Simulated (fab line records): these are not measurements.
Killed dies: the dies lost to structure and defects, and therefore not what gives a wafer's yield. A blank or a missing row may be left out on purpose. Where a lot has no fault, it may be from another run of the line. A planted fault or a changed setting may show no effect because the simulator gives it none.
Struck lot and sound lot, side by side / flow n5Finfet / 36 steps out of a route of 1938
Sound: these wafers, L966.2, L966.4, L966.5. Struck: wafer L957.5; the same lot's L957.2 was not struck, so it is left out; see the end for the cause.
At each step with rows: each side's tool, then ch and its chambers, then its first start. Under that, the readings that differ: sound wafers / struck wafers / difference of the means / sigmas: that difference in standard deviations of wafers without a fault.
alike: readings with means less than 2 such deviations apart, plus words and numbers identical on both sides. not compared: withheld readings, readings lacking a value on some wafer, bounds such as >300 that could conceal the same value, and numbers that have no deviation in the record and whose values overlap.
The two part at a step that has a row with sigmas, a row that says differs or no value, or rows on one side only. Non-overlapping numbers with no deviation appear without sigmas and do not part them. A reading missing from all wafers of one side parts the sides only when that side holds two or more wafers.

first, 9 steps without rows for these wafers: N5_BEOL_M13_PRE_CLEAN_42 (time 30 s); N5_BEOL_M13_SPUTTER_43 (material TaN, target thk 15 nm, time 24.19 s); N5_BEOL_M13_SPUTTER_44 (material Ta, target thk 10 nm, time 16.13 s); N5_BEOL_M13_SPUTTER_45 (material Cu, target thk 80 nm, time 13.33 s); N5_BEOL_M13_ECD_47 (material Cu, target thk 936 nm); N5_BEOL_M13_ANNEAL_48 (time 90 s); N5_BEOL_M13_CMP_49 (polishes, stops on SiOC, t overpolish 17.1 s, target thk 420 nm); N5_BEOL_M13_PRE_CLEAN_52 (time 15 s); N5_BEOL_M13_DEP_53 (deposits SiCN from 3MS/NH3, target thk 50 nm, time 17.8 s).
N5_BEOL_M14_ILD_DEP_00: deposits SiO2 from TEOS/O2, target thk 1119.3 nm, time 237.4 s.
  sound on pecvd-04 ch 0,1, day 17 06:01; struck on pecvd-01 ch 1, day 14 22:55
reading=runLengthS (s); sound=280.5 280.6 281.3; struck=253.3; difference=-27.5; sigmas=-48
reading=throttleValvePct (%); sound=20.1 20.1 18.7; struck=17.8; difference=-1.8; sigmas=-2
reading=model.SiO2_of_BEOL_M14_ILD_DEP_00.thkNm (nm); sound=1114 1131 1136; struck=953.6; difference=-173.4; sigmas=
  alike: heaterPowerW, showerheadPlenumPTorr
  not compared: susceptorTempC
N5_BEOL_M14_THK_MEAS_01:
  sound: filmMetro-02 at day 17 06:12; struck: filmMetro-02 at day 14 23:06
reading=M14_ILD_THK (nm); sound=1114 1130 1136; struck=954; difference=-173; sigmas=-12
then, 10 steps without rows for these wafers: N5_BEOL_M14_COAT_58 (time 60 s, resist thk 89 nm); N5_BEOL_M14_COAT_04 (resist thk 800 nm); N5_BEOL_M14_EBR_06; N5_BEOL_M14_SOFTBAKE_05 (time 60 s); N5_BEOL_M14_EXPOSE_07 (exposes mask V13); N5_BEOL_M14_PEB_08 (peb time 90 s); N5_BEOL_M14_DEVELOP_09 (develop time 45 s); N5_BEOL_M14_HARDBAKE_14 (time 120 s); N5_BEOL_M14_DESCUM_15 (chemistry O2, time 7.9 s); N5_BEOL_M14_ETCH_59 (etches BARC in N2/H2, target depth 89 nm, overetch 26.7 nm, time 67.9 s).
N5_BEOL_M14_VIA_ETCH_16: etches SiO2 in C4F8/O2/Ar, target depth 1231.3 nm.
  sound on rieDiel-05 ch 1,2, day 17 06:48; struck on rieDiel-05 ch 0, day 14 23:43
reading=O2_flow_sccm (sccm); sound=11.91 12.02 12.00; struck=12.06; difference=+0.08; sigmas=+3
reading=model.etch.depthNm (nm); sound=1114 1131 1136; struck=953.7; difference=-173.3; sigmas=
reading=model.coat_of_BEOL_M14_COAT_04.thkNm (nm); sound=456.8 453.2 451; struck=494.4; difference=+40.7; sigmas=
  alike: C4F8_flow_sccm, biasW, drypumpMotorCurrentA, heInnerTorr, oesProductAu, rfVppV, showerheadPlenumPTorr, throttleValvePct
then, 13 steps without rows for these wafers: N5_BEOL_M14_STRIP_63 (strips in O2); N5_BEOL_M14_STRIP_64 (strips in O2); N5_BEOL_M14_STRIP_71 (strips in post etch residue remover, time 60 s); N5_BEOL_M14_SRD_72 (time 30 s, dry time 30 s); N5_BEOL_M14_COAT_65 (time 60 s, resist thk 450 nm); N5_BEOL_M14_COAT_66 (time 60 s, resist thk 110 nm); N5_BEOL_M14_COAT_22 (resist thk 300 nm); N5_BEOL_M14_EBR_24; N5_BEOL_M14_SOFTBAKE_23 (time 60 s); N5_BEOL_M14_EXPOSE_25 (exposes mask M14, target cd 280 nm); N5_BEOL_M14_PEB_26 (peb time 90 s); N5_BEOL_M14_DEVELOP_27 (develop time 45 s); N5_BEOL_M14_HARDBAKE_32 (time 120 s).
N5_BEOL_M14_CMP_49: polishes, stops on SiO2, t overpolish 5.2 s, target thk 560 nm.
  sound on cmp-02 ch 0,1,2, day 17 10:19; struck on cmp-03 ch 0, day 15 05:20
reading=model.SiO2_of_BEOL_M14_ILD_DEP_00.thkNm (nm); sound=1034 1053 1058; struck=875; difference=-173; sigmas=
  alike: motorCurrentA, platenRpm

## WHERE THEY PART
Last at N5_BEOL_M14_VIA_ETCH_16 as far as this record goes, first at N5_BEOL_M14_ILD_DEP_00. Later steps at which nothing parts them and some readings are alike: N5_BEOL_M14_CMP_49.

WHY: the cause the simulator had injected
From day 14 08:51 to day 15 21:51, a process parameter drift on pecvd-01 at N5_BEOL_M14_ILD_DEP_00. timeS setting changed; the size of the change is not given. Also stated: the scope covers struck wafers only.
